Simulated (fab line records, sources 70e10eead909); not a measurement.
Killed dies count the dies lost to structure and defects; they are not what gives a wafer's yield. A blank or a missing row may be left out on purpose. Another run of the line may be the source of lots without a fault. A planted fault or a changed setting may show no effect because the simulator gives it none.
2 desks, one fault :: flow nandHarc :: what lay behind the numbers comes last; until then each desk has only its own

== DESK OF THE TOOL OWNER: rieDiel-03 ==
The tool's own readings at NHARC_A_BONDPAD_ETCH_24 (etches the open film in CF4/N2, target depth 30 nm, time 72.99 s): means of the sampled wafers that have a number, for each lot that ran on this tool. Any lot whose mean is over 4 standard deviations away from the usual mean is out of limits and marked OUT; that distance is given in the brackets.
Columns: A = cf4FlowSccm at NHARC_A_BONDPAD_ETCH_24, usual 50.03 sccm; B = drypumpMotorCurrentA at NHARC_A_BONDPAD_ETCH_24, usual 5.8 A; C = oesProductAu at NHARC_A_BONDPAD_ETCH_24, usual 0.995 a.u.; D = rfVppV at NHARC_A_BONDPAD_ETCH_24, usual 313.8 V; E = runLengthS at NHARC_A_BONDPAD_ETCH_24, usual 94.3 s; F = showerheadPlenumPTorr at NHARC_A_BONDPAD_ETCH_24, usual 2.60 Torr; G = throttleValvePct at NHARC_A_BONDPAD_ETCH_24, usual 19.794 %
lot: L486
first seen here: day 18 06:28
A: 50.16
B: 6.0
C: 1.001
D: 313.4
E: 94.2
F: 2.62
G: 19.801

lot: L484
first seen here: day 18 14:24
A: 50.02
B: 5.6
C: 0.992
D: 314.0
E: 94.2
F: 2.60
G: 19.812

lot: L485
first seen here: day 18 14:35
A: 50.18
B: 6.0
C: 0.997
D: 314.1
E: 94.0
F: 2.62
G: 19.800

lot: L488
first seen here: day 19 23:37
A: 49.97
B: 6.0
C: 0.991
D: 314.1
E: 94.5
F: 2.60
G: 19.784

lot: L492
first seen here: day 20 09:50
A: 50.09
B: 5.7
C: 0.995
D: 313.4
E: 94.0
F: 2.57
G: 19.802

lot: L495
first seen here: day 20 16:17
A: 49.97
B: 6.2
C: 1.002
D: 313.0
E: 87.5 (-15) OUT
F: 2.56
G: 19.799

lot: L505
first seen here: day 23 19:18
A: 49.96
B: 6.0
C: 0.987
D: 314.4
E: 94.2
F: 2.60
G: 19.791

lot: L504
first seen here: day 23 23:07
A: 49.98
B: 6.0
C: 0.997
D: 314.2
E: 94.3
F: 2.60
G: 19.800
This desk's verdict: out of limits on L495, starting with L495 at day 20 16:17 (runLengthS at NHARC_A_BONDPAD_ETCH_24). In limits: L486, L484, L485, L488, L492, L505, L504.

== THE DEFECT DESK ==
Per lot, the means of the sampled wafers with a number show what the inspections along the route counted. Any lot whose mean is over 4 standard deviations away from the usual mean is out of limits and marked OUT; that distance is given in the brackets.
Columns: A = rawDefectCount at NHARC_A_M1_INSPECT_27, usual 444
lot: L482
first seen here: day 18 01:17
A: 374

lot: L483
first seen here: day 18 01:40
A: 405

lot: L486
first seen here: day 18 03:13
A: 726

lot: L484
first seen here: day 18 11:25
A: 504

lot: L485
first seen here: day 18 11:44
A: 297

lot: L488
first seen here: day 19 19:59
A: 515

lot: L487
first seen here: day 20 03:30
A: 401

lot: L492
first seen here: day 20 07:08
A: 371

lot: L495
first seen here: day 20 12:35
A: 328

lot: L505
first seen here: day 23 16:34
A: 364

lot: L504
first seen here: day 23 20:23
A: 523
This desk found nothing out of limits on any of the 11 lots.

== BROUGHT TOGETHER ==
An alarm could have come from the tool owner's desk at day 20 16:17, on L495.
The defect desk saw nothing out of limits.
The defect desk has L495 on record, within its limits.
The lots listed all ran NHARC_A_BONDPAD_ETCH_24 on rieDiel-03.

== WHAT THE SIMULATOR HAD INSERTED ==
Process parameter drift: rieDiel-03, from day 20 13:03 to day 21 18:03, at NHARC_A_BONDPAD_ETCH_24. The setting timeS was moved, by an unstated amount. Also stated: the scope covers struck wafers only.
Lots struck among those shown: L495.
Time in hours from fault onset to the first out-of-limits reading at each desk: the tool owner's desk, 3.
